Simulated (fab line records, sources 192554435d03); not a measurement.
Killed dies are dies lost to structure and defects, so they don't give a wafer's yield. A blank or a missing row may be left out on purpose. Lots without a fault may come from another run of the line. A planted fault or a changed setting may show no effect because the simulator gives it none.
fab line records | flow n5_finfet
record lots=7 wafers=21
route steps=1938 shown BEOL_M0_CUTY@711 BEOL_M0@721 BEOL_M1@797 BEOL_M2@884 BEOL_M3@980 BEOL_M4@1040 BEOL_M5@1161
start_h: hours from the record's first day to the start of the lot's first wafer shown | wait_h: hours since the lot's step before | " the same as in the row above | L1.1+2: a row that stands for several wafers | - no value, or no start given | * or withheld: withheld | < > ~ a bound
route shown NAME@n: a module of which the file shows steps, and the number in the route of the first | usual: mean/standard deviation of fault-free wafers | same: alike in all rows | chamber/n: place in a boat | sites: the reading at each site | _std_site: their standard deviation | _edge_site: outer sites' mean less inner sites' | radius_mm: how far each site lies from the wafer's centre | mask NAME#n: copy n | behind: the tool/chamber that last shaped the wafer | hold: why the lot was held/for how many hours/how that ended | device: the transistor (n, p or np) that didn't switch | end of line: the same wafers' tests at the end of the route | a step without rows: its recipe alone | killed: dies lost to structure and defects at the first sort, not the wafer's yield | map: a wafer's dies, x killed, . not, _ none there
set.NAME: the setting as run; set.NAME@STEP: as run at that earlier step | model.NAME: the simulator's own value behind a step, which no gauge read
lots whose settings were changed on purpose; a table a step, a row a wafer
## steps
# step N5_BEOL_M0_CUTY_DESCUM_61
# recipe chemistry=O2 time_s=7.9 source_power_w=50 bias_power_w=20 pressure_mtorr=20 rf_frequency_hz=2.712e+07 temp_c=40 resist=CAR-ArF-block o2_flow_sccm=225
# columns lot.wafer tool chamber start_h wait_h set.time_s model.CAR-ArF-block_of_BEOL_M0_CUTY_COAT_51.thk_nm
L075.1 rie_diel-06 1 122.22 0.0 9.369 143.2
L075.3 " 2 " " 7.9 144.4
L075.6 " 0 " " 7.9 144.2
L080.2 rie_diel-05 1 151.00 0.4 7.9 143.6
L080.3 " 2 " " 7.9 143.4
L080.5 " 1 " " 9.319 143
L084.1 rie_diel-05 2 179.19 0.8 7.9 143.8
L084.5 " 2 " " 6.192 144.8
L084.6 " 1 " " 6.192 145.2
L085.3+5 rie_diel-06 0,2 182.68 0.2 7.9 144
L085.6 " 3 " " 7.9 143.6
L089.2 rie_diel-05 3 224.16 0.0 7.9 144.4
L089.5+6 " 3,1 " " 7.9 144.2
L094.1 rie_diel-05 1 253.80 0.1 6.608 144
L094.2 " 2 " " 7.9 143.2
L094.4 " 0 " " 7.9 143
L096.1 rie_diel-05 2 255.36 0.0 7.9 144
L096.3 " 1 " " 7.9 143.4
L096.6 " 2 " " 9.215 142.8
# step N5_BEOL_M0_CUTY_ETCH_62
# recipe chemistry=CF4 target=SiARC mask_material=CAR-ArF-block time_s=58.5 ion_energy_ev=80 pressure_mtorr=40 source_w=545 bias_w=36 Ar_flow_sccm=100 cf4_flow_sccm=100 ends=cleared
# columns lot.wafer tool chamber start_h wait_h set.time_s@BEOL_M0_CUTY_DESCUM_61 model.CAR-ArF-block_of_BEOL_M0_CUTY_COAT_51.thk_nm
L075.1 rie_diel-06 1 122.25 0.0 9.369 118
L075.3 " 2 " " 7.9 119.4
L075.6 " 0 " " 7.9 119.2
L080.2 rie_diel-05 1 151.04 0.0 7.9 118.6
L080.3 " 2 " " 7.9 118.2
L080.5 " 1 " " 9.319 118
L084.1 rie_diel-05 2 179.22 0.0 7.9 118.6
L084.5 " 2 " " 6.192 119.8
L084.6 " 1 " " 6.192 120
L085.3 rie_diel-06 0 182.71 0.0 7.9 118.8
L085.5 " 2 " " 7.9 119
L085.6 " 3 " " 7.9 118.6
L089.2 rie_diel-05 3 224.19 0.0 7.9 119.4
L089.5+6 " 3,1 " " 7.9 119.2
L094.1 rie_diel-05 1 253.83 0.0 6.608 119
L094.2+4 " 2,0 " " 7.9 118
L096.1 rie_diel-05 2 255.40 0.0 7.9 119
L096.3 " 1 " " 7.9 118.4
L096.6 " 2 " " 9.215 117.8
# step N5_BEOL_M0_TRENCH_ETCH_107
# recipe chemistry=C4F6/O2 target_depth_a=328 target=SiOC time_s=16.4 ion_energy_ev=250 pressure_mtorr=30 source_w=355 bias_w=185 Ar_flow_sccm=300 C4F6_flow_sccm=10 O2_flow_sccm=10
# columns lot.wafer tool chamber start_h wait_h set.target_depth_a model.BEOL_M0.feature_depth_nm
L075.1 rie_diel-05 1 125.56 0.0 328 33
L075.3 " 3 " " 360.3 35.4
L075.6 " 3 " " 328 32.2
L080.2 rie_diel-05 1 152.53 0.0 328 32.6
L080.3 " 3 " " 328 32
L080.5 " 3 " " 328 32.2
L084.1 rie_diel-04 2 180.41 0.0 328 33.6
L084.5 " 3 " " 328 33
L084.6 " 0 " " 328 32.8
L085.3 rie_diel-05 0 183.49 0.0 328 32
L085.5 " 3 " " 328 32.6
L085.6 " 0 " " 328 31.8
L089.2+5 rie_diel-06 3 224.87 0.0 289.1 29
L089.6 " 0 " " 328 33.2
L094.1 rie_diel-06 1 254.82 0.0 328 32
L094.2 " 3 " " 297.6 30
L094.4 " 2 " " 297.6 30.4
L096.1 rie_diel-06 0 256.38 0.0 328 33.2
L096.3+6 " 2,0 " " 301.5 30.6
# step N5_BEOL_M0_STRIP_142
# recipe chemistry=N2/H2 time_s=10 power_w=450 temp_c=40 pressure_mtorr=20 rf_frequency_hz=6e+07 bias_power_w=7 n2_flow_sccm=200 h2_flow_sccm=200
# step N5_BEOL_M0_OCD_MEAS_108
# usual trench_depth_nm=32.8/0.72
# columns lot.wafer tool chamber start_h wait_h set.target_depth_a@BEOL_M0_TRENCH_ETCH_107 trench_depth_nm
L075.1 ocd-02 - 125.66 0.1 328 32.8
L075.3 " - " " 360.3 35.0
L075.6 " - " " 328 31.9
L080.2 ocd-02 - 152.63 0.1 328 33.2
L080.3 " - " " 328 31.9
L080.5 " - " " 328 32.5
L084.1 ocd-02 - 180.51 0.1 328 34.0
L084.5 " - " " 328 33.5
L084.6 " - " " 328 32.9
L085.3 ocd-02 - 183.60 0.1 328 31.8
L085.5 " - " " 328 32.9
L085.6 " - " " 328 31.9
L089.2 ocd-02 - 224.99 0.1 289.1 29.2
L089.5 " - " " 289.1 29.5
L089.6 " - " " 328 33.5
L094.1 ocd-01 - 254.93 0.1 328 32.6
L094.2 " - " " 297.6 30.2
L094.4 " - " " 297.6 30.4
L096.1 ocd-01 - 256.49 0.1 328 33.3
L096.3 " - " " 301.5 30.7
L096.6 " - " " 301.5 30.4
# step N5_BEOL_M1_VIA_ETCH_34
# recipe chemistry=C4F6/O2 target_depth_a=678 mask_material=SOC pressure_mtorr=15 ion_energy_ev=250 taper_deg=4 time_s=64.4 source_w=350 bias_w=170 Ar_flow_sccm=300 C4F6_flow_sccm=10 O2_flow_sccm=10
# usual rf_vpp_V=659/10
# columns lot.wafer tool chamber start_h wait_h set.bias_w rf_vpp_V
L075.1 rie_diel-01 0 136.65 0.0 158 617
L075.3 " 1 " " 158 612
L075.6 " 2 " " 170 668
L080.2 rie_diel-01 0 171.29 0.0 170 655
L080.3 " 1 " " 170 650
L080.5 " 0 " " 192 720
L085.3 rie_diel-02 2 192.58 0.0 170 660
L085.5 " 2 " " 170 661
L085.6 " 1 " " 170 646
L084.1 rie_diel-03 3 192.62 0.0 150 593
L084.5 " 0 " " 150 602
L084.6 " 1 " " 170 650
L089.2 rie_diel-01 3 232.11 0.0 150.6 618
L089.5 " 3 " " 170 682
L089.6 " 0 " " 170 653
L094.1 rie_diel-01 3 261.36 0.0 187.5 735
L094.2 " 2 " " 170 666
L094.4 " 1 " " 187.5 700
L096.1 rie_diel-03 0 264.37 0.0 151.3 606
L096.3 " 2 " " 151.3 597
L096.6 " 0 " " 170 664
# step N5_BEOL_M1_TRENCH_ETCH_37
# recipe chemistry=C4F6/O2 target_depth_a=552.07 target=SiOC time_s=29 ion_energy_ev=250 pressure_mtorr=30 source_w=355 bias_w=185 Ar_flow_sccm=300 C4F6_flow_sccm=10 O2_flow_sccm=10
# usual rf_vpp_V=659/10
# columns lot.wafer tool chamber start_h wait_h set.bias_w rf_vpp_V
L075.1 rie_diel-01 0 - - 155.3 571
L075.3 " 1 " " 185 650
L075.6 " 2 " " 155.3 580
L080.2 rie_diel-01 0 - - 185 654
L080.3 " 1 " " 185 649
L080.5 " 0 " " 185 654
L085.3 rie_diel-02 2 - - 185 661
L085.5 " 2 " " 185 661
L085.6 " 1 " " 185 646
L084.1 rie_diel-03 3 - - 185 655
L084.5 " 0 " " 169.4 620
L084.6 " 1 " " 185 653
L089.2 rie_diel-01 3 - - 185 681
L089.5 " 3 " " 185 680
L089.6 " 0 " " 185 654
L094.1 rie_diel-01 3 - - 215 766
L094.2 " 2 " " 215 752
L094.4 " 1 " " 185 649
L096.1 rie_diel-03 0 - - 185 663
L096.3 " 2 " " 164.4 595
L096.6 " 0 " " 185 664
# step N5_BEOL_M2_ETCH_70
# recipe chemistry=N2/H2 target=SOC target_depth_a=800 overetch_a=240 mask_material=SiARC temp_c=40 time_s=130 ion_energy_ev=200 pressure_mtorr=30 source_w=840 bias_w=150 n2_flow_sccm=200 h2_flow_sccm=200
# usual rf_vpp_V=524.9/2.7
# columns lot.wafer tool chamber start_h wait_h set.bias_w rf_vpp_V model.SiARC_of_BEOL_M2_COAT_68.thk_nm
L075.1 rie_diel-06 0 147.57 0.0 150 527.6 5.8
L075.3 " 3 " " 150 526.6 5.8
L075.6 " 2 " " 150 524.3 5.8
L080.2 rie_diel-06 3 183.50 0.0 150 527.4 5.8
L080.3 " 1 " " 150 521.2 5.8
L080.5 " 0 " " 150 527.8 5.8
L085.3 rie_diel-06 2 200.50 0.0 150 522.7 5.8
L085.5 " 3 " " 150 526.3 6
L085.6 " 2 " " 150 523.6 5.8
L084.1 rie_diel-06 0 203.01 0.0 132.1 487.2 7
L084.5 " 2 " " 150 522.3 6
L084.6 " 3 " " 132.1 487.2 6.8
L089.2 rie_diel-05 1 238.85 0.0 150 526.1 5.4
L089.5 " 0 " " 150 519.4 6.2
L089.6 " 1 " " 150 525.7 5.4
L094.1 rie_diel-04 0 270.92 0.0 131.6 482.1 6.6
L094.2 " 2 " " 150 523.7 5.4
L094.4 " 2 " " 150 525.9 5.4
L096.1 rie_diel-06 1 273.45 0.0 124.1 460.8 7
L096.3 " 2 " " 150 521.2 5.4
L096.6 " 1 " " 150 519.0 5.6
# step N5_BEOL_M3_TRENCH_ETCH_37
# recipe chemistry=C4F6/O2 target_depth_a=555.55 target=SiOC time_s=29.2 ion_energy_ev=250 pressure_mtorr=30 source_w=355 bias_w=185 Ar_flow_sccm=300 C4F6_flow_sccm=10 O2_flow_sccm=10
# columns lot.wafer tool chamber start_h wait_h set.time_s model.etch.depth_nm model.BEOL_M3.feature_depth_nm
L075.1 rie_diel-02 0 - - 35.3 69.24 69.2
L075.3 " 1 " " 29.2 55.36 55.4
L075.6 " 1 " " 35.3 66.78 66.8
L080.2 rie_diel-02 1 - - 29.2 55.29 55.2
L080.3 " 2 " " 32.04 62.94 63
L080.5 " 2 " " 29.2 57.86 57.8
L085.3 rie_diel-01 1 - - 29.2 55.84 55.8
L085.5 " 3 " " 29.2 55.72 55.8
L085.6 " 0 " " 29.2 55.2 55.2
L084.1 rie_diel-02 2 - - 29.2 56.25 56.2
L084.5 " 2 " " 29.2 55.9 55.8
L084.6 " 1 " " 29.2 54.87 54.8
L089.2 rie_diel-01 3 - - 35.65 68.43 68.4
L089.5 " 2 " " 29.2 54.98 55
L089.6 " 3 " " 35.65 68.28 68.2
L094.1 rie_diel-01 3 - - 29.2 56.22 56.2
L094.2 " 0 " " 29.2 54.59 54.6
L094.4 " 0 " " 29.2 54.77 54.8
L096.1 rie_diel-03 1 - - 29.2 53.78 53.8
L096.3 " 2 " " 29.2 54.65 54.6
L096.6 " 2 " " 29.2 55.05 55
# step N5_BEOL_M3_ETCH_41
# recipe chemistry=CH3F/O2 target=SiCN target_depth_a=299 taper_deg=2 time_s=52.5 ion_energy_ev=120 mask_material=TiN pressure_mtorr=30 source_w=395 bias_w=75 Ar_flow_sccm=150 CH3F_flow_sccm=30 O2_flow_sccm=20
# step N5_BEOL_M3_STRIP_97
# recipe chemistry=N2/H2 time_s=10 power_w=450 temp_c=40 pressure_mtorr=20 rf_frequency_hz=6e+07 bias_power_w=7 n2_flow_sccm=200 h2_flow_sccm=200
# step N5_BEOL_M3_OCD_MEAS_38
# usual trench_depth_nm=55.7/1.1
# columns lot.wafer tool chamber start_h wait_h set.time_s@BEOL_M3_TRENCH_ETCH_37 trench_depth_nm
L075.1 ocd-01 - 171.47 - 35.3 69.4
L075.3 " - " " 29.2 55.1
L075.6 " - " " 35.3 67.4
L080.2 ocd-02 - 196.88 - 29.2 54.9
L080.3 " - " " 32.04 63.1
L080.5 " - " " 29.2 57.8
L085.3 ocd-01 - 209.88 - 29.2 55.9
L085.5 " - " " 29.2 54.9
L085.6 " - " " 29.2 55.3
L084.1 ocd-02 - 215.01 - 29.2 56.1
L084.5 " - " " 29.2 55.6
L084.6 " - " " 29.2 54.4
L089.2 ocd-02 - 247.70 - 35.65 68.3
L089.5 " - " " 29.2 55.6
L089.6 " - " " 35.65 68.0
L094.1 ocd-01 - 297.61 - 29.2 56.1
L094.2 " - " " 29.2 54.9
L094.4 " - " " 29.2 54.8
L096.1 ocd-02 - 303.94 - 29.2 53.6
L096.3 " - " " 29.2 54.9
L096.6 " - " " 29.2 55.2
# step N5_BEOL_M4_ETCH_64
# recipe chemistry=N2/H2 target=SOC target_depth_a=750 overetch_a=225 mask_material=SiARC temp_c=40 time_s=121.9 ion_energy_ev=200 pressure_mtorr=30 source_w=840 bias_w=150 n2_flow_sccm=200 h2_flow_sccm=200
# usual rf_vpp_V=524.6/2.7
# columns lot.wafer tool chamber start_h wait_h set.bias_w rf_vpp_V model.SiARC_of_BEOL_M4_COAT_62.thk_nm
L075.1 rie_diel-04 2 176.33 0.0 150 523.6 6
L075.3 " 0 " " 150 524.9 6
L075.6 " 0 " " 150 524.0 6.2
L080.2 rie_diel-05 0 204.18 0.0 131.1 478.0 7.4
L080.3 " 3 " " 150 526.2 6.4
L080.5 " 3 " " 131.1 483.3 7.2
L085.3 rie_diel-05 2 216.83 0.0 150 528.6 6.2
L085.5 " 1 " " 150 526.5 5.8
L085.6 " 0 " " 150 520.8 6.6
L084.1 rie_diel-06 1 219.96 0.0 150 521.8 6.2
L084.5 " 3 " " 139.4 503.2 7
L084.6 " 1 " " 139.4 496.1 6.8
L089.2 rie_diel-04 2 253.59 0.0 175.3 579.0 4.8
L089.5 " 0 " " 175.3 578.2 4.8
L089.6 " 3 " " 150 520.4 6
L094.1 rie_diel-05 3 304.74 0.0 150 525.2 6.2
L094.2 " 2 " " 170.5 572.8 5.2
L094.4 " 0 " " 170.5 563.2 5.6
L096.1 rie_diel-05 0 312.86 0.0 150 519.4 6.6
L096.3 " 3 " " 161.6 550.6 5.6
L096.6 " 2 " " 161.6 552.8 5.6
# step N5_BEOL_M4_COAT_67
# recipe resist=SOC temp_c=250 time_s=60 spin_rpm=1500 resist_thk_nm=60
# columns lot.wafer tool chamber start_h wait_h set.spin_rpm model.SOC_of_BEOL_M4_COAT_67.thk_nm
L075.1 litho_track-05 0 176.72 0.0 1364 62.6
L075.3 " 0 " " 1500 60
L075.6 " 0 " " 1364 62.8
L080.2+3 litho_track-02 0 204.57 0.0 1412 62.4
L080.5 " 0 " " 1500 60.6
L085.3 litho_track-05 0 217.47 0.0 1500 60
L085.5 " 0 " " 1500 59.8
L085.6 " 0 " " 1500 59.6
L084.1 litho_track-03 0 220.35 0.0 1500 60.6
L084.5+6 " 0 " " 1500 60.4
L089.2 litho_track-05 0 253.99 0.0 1632 57.6
L089.5+6 " 0 " " 1500 60
L094.1+4 litho_track-05 0 305.13 0.0 1610 57.8
L094.2 " 0 " " 1610 58
L096.1+6 litho_track-03 0 313.44 0.0 1551 59
L096.3 " 0 " " 1500 59.8
# step N5_BEOL_M4_COAT_68
# recipe resist=SiARC temp_c=220 time_s=60 spin_rpm=1500 resist_thk_nm=12
# step N5_BEOL_M4_COAT_76
# recipe resist=underlayer temp_c=205 time_s=60 spin_rpm=1500 resist_thk_nm=5
# step N5_BEOL_M4_ALD_98
# recipe material=SiO2 target_thk_a=25 temp_c=100 ald_precursor_family=BDEAS ald_co_reactant=O2-plasma pulse_time_s=1 co_reactant_pulse_time_s=1 purge_time_s=2 co_reactant_purge_time_s=2 ald_cycles=17 pressure_torr=2
# step N5_BEOL_M4_ETCHBACK_99
# recipe chemistry=CHF3 target=SiO2 target_depth_a=50 time_s=10.4 source_w=215 bias_w=47 Ar_flow_sccm=200 CHF3_flow_sccm=12 ion_energy_ev=100 pressure_mtorr=30
# step N5_BEOL_M4_ETCH_70
# recipe chemistry=N2/H2 target=SOC target_depth_a=800 overetch_a=240 mask_material=SiARC temp_c=40 time_s=130 ion_energy_ev=200 pressure_mtorr=30 source_w=840 bias_w=150 n2_flow_sccm=200 h2_flow_sccm=200
# columns lot.wafer tool chamber start_h wait_h set.spin_rpm@BEOL_M4_COAT_67 model.etch.depth_nm
L075.1 rie_diel-06 0 180.55 0.0 1364 62.6
L075.3 " 1 " " 1500 59.95
L075.6 " 0 " " 1364 62.77
L080.2 rie_diel-04 1 205.39 0.0 1412 62.48
L080.3 " 2 " " 1412 62.4
L080.5 " 1 " " 1500 60.58
L085.3 rie_diel-04 1 224.27 0.0 1500 59.98
L085.5 " 1 " " 1500 59.83
L085.6 " 3 " " 1500 59.61
L084.1 rie_diel-04 1 227.16 0.0 1500 60.53
L084.5 " 3 " " 1500 60.36
L084.6 " 0 " " 1500 60.44
L089.2 rie_diel-05 0 256.56 0.0 1632 57.6
L089.5 " 1 " " 1500 60.05
L089.6 " 0 " " 1500 59.94
L094.1 rie_diel-05 2 308.32 0.0 1610 57.75
L094.2 " 0 " " 1610 57.95
L094.4 " 1 " " 1610 57.88
L096.1 rie_diel-05 3 327.83 0.0 1551 59.07
L096.3 " 0 " " 1500 59.8
L096.6 " 3 " " 1551 59.08
# step N5_BEOL_M4_STRIP_71
# recipe chemistry=N2/H2 temp_c=40 n2_flow_sccm=200 h2_flow_sccm=200 rf_frequency_hz=6e+07
# step N5_BEOL_M4_STRIP_78
# recipe chemistry=N2/H2 temp_c=40 n2_flow_sccm=200 h2_flow_sccm=200 rf_frequency_hz=6e+07
# step N5_BEOL_M4_VIA_ETCH_34
# recipe chemistry=C4F6/O2 target_depth_a=694 mask_material=SOC pressure_mtorr=15 ion_energy_ev=250 taper_deg=4 time_s=65.9 source_w=350 bias_w=170 Ar_flow_sccm=300 C4F6_flow_sccm=10 O2_flow_sccm=10
# columns lot.wafer tool chamber start_h wait_h set.spin_rpm@BEOL_M4_COAT_67 model.SOC_of_BEOL_M4_COAT_67.thk_nm
L075.1 rie_diel-06 0 180.66 0.0 1364 54.2
L075.3 " 1 " " 1500 51.8
L075.6 " 0 " " 1364 54.4
L080.2 rie_diel-04 1 205.50 0.0 1412 54.4
L080.3 " 2 " " 1412 53.8
L080.5 " 1 " " 1500 52.6
L085.3 rie_diel-04 1 224.37 0.0 1500 52
L085.5 " 1 " " 1500 51.8
L085.6 " 3 " " 1500 51.6
L084.1 rie_diel-04 1 227.27 0.0 1500 52.4
L084.5 " 3 " " 1500 52
L084.6 " 0 " " 1500 52.2
L089.2 rie_diel-05 0 256.67 0.0 1632 49.6
L089.5 " 1 " " 1500 51.4
L089.6 " 0 " " 1500 51.8
L094.1 rie_diel-05 2 308.43 0.0 1610 49.6
L094.2 " 0 " " 1610 50
L094.4 " 1 " " 1610 49.4
L096.1+6 rie_diel-05 3 327.94 0.0 1551 50.8
L096.3 " 0 " " 1500 52
# step N5_BEOL_M5_ETCH_41
# recipe chemistry=CH3F/O2 target=SiCN target_depth_a=315 taper_deg=2 time_s=56.7 ion_energy_ev=120 mask_material=TiN pressure_mtorr=30 source_w=395 bias_w=75 Ar_flow_sccm=150 CH3F_flow_sccm=30 O2_flow_sccm=20
# usual rf_vpp_V=297.3/1.5
# columns lot.wafer tool chamber start_h wait_h set.source_w rf_vpp_V
L075.1 rie_diel-02 1 - - 395 296.8
L075.3 " 3 " " 419.5 289.1
L075.6 " 2 " " 419.5 291.0
L080.2 rie_diel-02 3 - - 395 292.8
L080.3 " 2 " " 395 296.5
L080.5 " 1 " " 395 295.2
L085.3 rie_diel-01 0 - - 395 298.7
L085.5 " 0 " " 395 297.5
L085.6 " 1 " " 395 301.1
L084.1 rie_diel-03 1 - - 395 299.4
L084.5 " 1 " " 370.9 306.5
L084.6 " 2 " " 370.9 304.3
L089.2 rie_diel-01 2 - - 429.4 289.1
L089.5 " 3 " " 395 297.1
L089.6 " 0 " " 429.4 289.5
L094.1 rie_diel-03 0 - - 395 295.4
L094.2 " 1 " " 332 316.7
L094.4 " 3 " " 332 316.1
L096.1 rie_diel-03 0 - - 395 297.2
L096.3 " 1 " " 395 299.1
L096.6 " 0 " " 395 297.4
## key
split step=N5_BEOL_M0_CUTY_DESCUM_61 setting=time_s stated=7.9 by=wafer
response step=N5_BEOL_M0_CUTY_DESCUM_61 reading=model.CAR-ArF-block_of_BEOL_M0_CUTY_COAT_51.thk_nm change=-0.0506 per=1% r=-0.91
response step=N5_BEOL_M0_CUTY_ETCH_62 reading=model.CAR-ArF-block_of_BEOL_M0_CUTY_COAT_51.thk_nm change=-0.054 per=1% r=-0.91
split step=N5_BEOL_M0_TRENCH_ETCH_107 setting=target_depth_a stated=328 by=wafer
response step=N5_BEOL_M0_TRENCH_ETCH_107 reading=model.BEOL_M0.feature_depth_nm change=+0.296 per=1% r=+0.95
response step=N5_BEOL_M0_OCD_MEAS_108 reading=trench_depth_nm change=+0.304 per=1% r=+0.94
split step=N5_BEOL_M1_VIA_ETCH_34 setting=bias_w stated=170 by=wafer
response step=N5_BEOL_M1_VIA_ETCH_34 reading=rf_vpp_V change=+5.11 per=1% r=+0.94
split step=N5_BEOL_M1_TRENCH_ETCH_37 setting=bias_w stated=185 by=wafer
response step=N5_BEOL_M1_TRENCH_ETCH_37 reading=rf_vpp_V change=+5.61 per=1% r=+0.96
split step=N5_BEOL_M2_ETCH_70 setting=bias_w stated=150 by=wafer
response step=N5_BEOL_M2_ETCH_70 reading=rf_vpp_V change=+3.33 per=1% r=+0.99
response step=N5_BEOL_M2_ETCH_70 reading=model.SiARC_of_BEOL_M2_COAT_68.thk_nm change=-0.0869 per=1% r=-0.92
split step=N5_BEOL_M3_TRENCH_ETCH_37 setting=time_s stated=29.2 by=wafer
response step=N5_BEOL_M3_TRENCH_ETCH_37 reading=model.etch.depth_nm change=+0.61 per=1% r=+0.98
response step=N5_BEOL_M3_TRENCH_ETCH_37 reading=model.BEOL_M3.feature_depth_nm change=+0.609 per=1% r=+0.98
response step=N5_BEOL_M3_OCD_MEAS_38 reading=trench_depth_nm change=+0.608 per=1% r=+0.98
split step=N5_BEOL_M4_ETCH_64 setting=bias_w stated=150 by=wafer
response step=N5_BEOL_M4_ETCH_64 reading=rf_vpp_V change=+3.44 per=1% r=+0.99
response step=N5_BEOL_M4_ETCH_64 reading=model.SiARC_of_BEOL_M4_COAT_62.thk_nm change=-0.0746 per=1% r=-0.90
split step=N5_BEOL_M4_COAT_67 setting=spin_rpm stated=1500 by=wafer
response step=N5_BEOL_M4_COAT_67 reading=model.SOC_of_BEOL_M4_COAT_67.thk_nm change=-0.286 per=1% r=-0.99
response step=N5_BEOL_M4_ETCH_70 reading=model.etch.depth_nm change=-0.288 per=1% r=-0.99
response step=N5_BEOL_M4_VIA_ETCH_34 reading=model.SOC_of_BEOL_M4_COAT_67.thk_nm change=-0.258 per=1% r=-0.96
split step=N5_BEOL_M5_ETCH_41 setting=source_w stated=395 by=wafer
response step=N5_BEOL_M5_ETCH_41 reading=rf_vpp_V change=-1.19 per=1% r=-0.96
